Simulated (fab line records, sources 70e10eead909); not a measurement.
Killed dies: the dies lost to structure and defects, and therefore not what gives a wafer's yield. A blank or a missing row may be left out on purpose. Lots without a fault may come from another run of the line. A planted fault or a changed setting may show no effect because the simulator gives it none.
A lot that was struck, set against a sound lot	flow nand harc	15 steps out of a route of 1159
Sound: wafers L297.1, L297.2, L297.5. Struck: wafer L302.2 (L302.1, L302.4, from the same lot, were not struck and are left out); the cause is given at the end.
Per side, at each step with rows, come the tool, then ch with its chambers, and then its first start. Under that, the readings that differ: sound wafers	struck wafers	difference of the means	sigmas: that difference in standard deviations of wafers without a fault.
alike: readings with means less than 2 such deviations apart, plus words and numbers identical on both sides. not compared: withheld readings, readings lacking a value on some wafer, bounds such as >300 that could conceal the same value, and numbers that have no deviation in the record and whose values overlap.
The two part at a step that has a row with sigmas, a row that says differs or no value, or rows on one side only. Numbers that have no deviation but don't overlap get no sigmas and don't part them. Lack of a reading on every wafer of one side parts them only where that side has two or more wafers.

first, 1 step without rows for these wafers: NHARC_A_CONTACT_ETCH_134 (etches the open film in C4F8/O2/Ar, time 140 s, target depth 700 nm).
NHARC_A_CONTACT_ETCH_135: etches the open film in C4F8/O2/Ar, time 132 s, target depth 1287 nm.
  sound on har cap etch-02 ch 0,1, day 19 06:56; struck on har cap etch-03 ch 0, day 20 10:21
  not compared: rf hours counter h, run length s
then, 2 steps without rows for these wafers: NHARC_A_CONTACT_ETCH_136 (etches the open film in C4F8/O2/Ar, time 132 s, target depth 1287 nm); NHARC_A_CONTACT_ETCH_137 (etches the open film in C4F8/O2/Ar, time 132 s, target depth 1287 nm).
NHARC_A_CONTACT_ETCH_138: etches the open film in C4F8/O2/Ar, time 132 s, target depth 1289 nm.
  sound on har cap etch-02 ch 0,1, day 19 07:18; struck on har cap etch-03 ch 0, day 20 10:43
  not compared: rf hours counter h, run length s
NHARC_A_CONTACT_ETCH_139: etches the open film in C4F8/O2/Ar, time 137 s, target depth 590 nm.
  sound on har cap etch-02 ch 0,1, day 19 07:25; struck on har cap etch-03 ch 0, day 20 10:50
  alike: run length s
  not compared: rf hours counter h
NHARC_A_CONTACT_ETCH_92: etches the open film in CH3F/O2, target depth 40 nm, time 85.7 s.
  sound on rie diel-13 ch 1,3, day 19 07:49; struck on rie diel-01 ch 1, day 20 11:14
  alike: drypump motor current A, oes product au, rf vpp V, run length s, showerhead plenum p Torr, throttle valve pct
  not compared: rf hours counter h
then, 1 step without rows for these wafers: NHARC_A_CONTACT_ETCH_98 (etches the open film in C4F6/O2, target depth 20 nm, time 10 s).
NHARC_A_CONTACT_CD_MEAS_15:
  struck on cd sem-03, day 20 11:28; sound on cd sem-02, day 19 08:02
  alike: cd nm
then, 3 steps without rows for these wafers: NHARC_A_CONTACT_STRIP_107 (strips in N2/H2); NHARC_A_CONTACT_STRIP_108 (strips in CF4/CHF3); NHARC_A_CONTACT_STRIP_109 (strips in O2/COS).
NHARC_A_CONTACT_ETCH_110: etches the open film in CF4/O2, target depth 50 nm, overetch 5 nm, time 27.5 s.
  sound on rie diel-13 ch 0,1,3, day 19 08:23; struck on rie diel-13 ch 0, day 20 12:02
reading	sound	struck	difference	sigmas
run length s (s)	48.8 48.6 48.3	45.9	-2.7	-7
  alike: drypump motor current A, oes_f_703_au, oes product au, rf vpp V, showerhead plenum p Torr, throttle valve pct
  not compared: rf hours counter h
NHARC_A_CONTACT_STRIP_26: strips in O2.
  sound on rie diel-13 ch 0,1,2; struck on rie diel-13 ch 2
  alike: drypump motor current A, oes product au, rf vpp V, showerhead plenum p Torr, throttle valve pct
  not compared: rf hours counter h
-- record jumps: 2 days between struck wafers' starts before vs after; left off in module A_CONTACT, resumes in module END, first step shown is number 1159 of the route --
NHARC_END_SORT_01:
  only the struck wafers appear in the record here, on prober-02 ch 0 at day 22 14:18; the sound ones have no rows

WHERE THEY PART
Earliest at NHARC_A_CONTACT_ETCH_110; latest, in this record, at NHARC_END_SORT_01.

WHY: the cause the simulator had injected
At NHARC_A_CONTACT_ETCH_110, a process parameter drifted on rie diel-13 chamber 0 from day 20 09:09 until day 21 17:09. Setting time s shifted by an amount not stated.
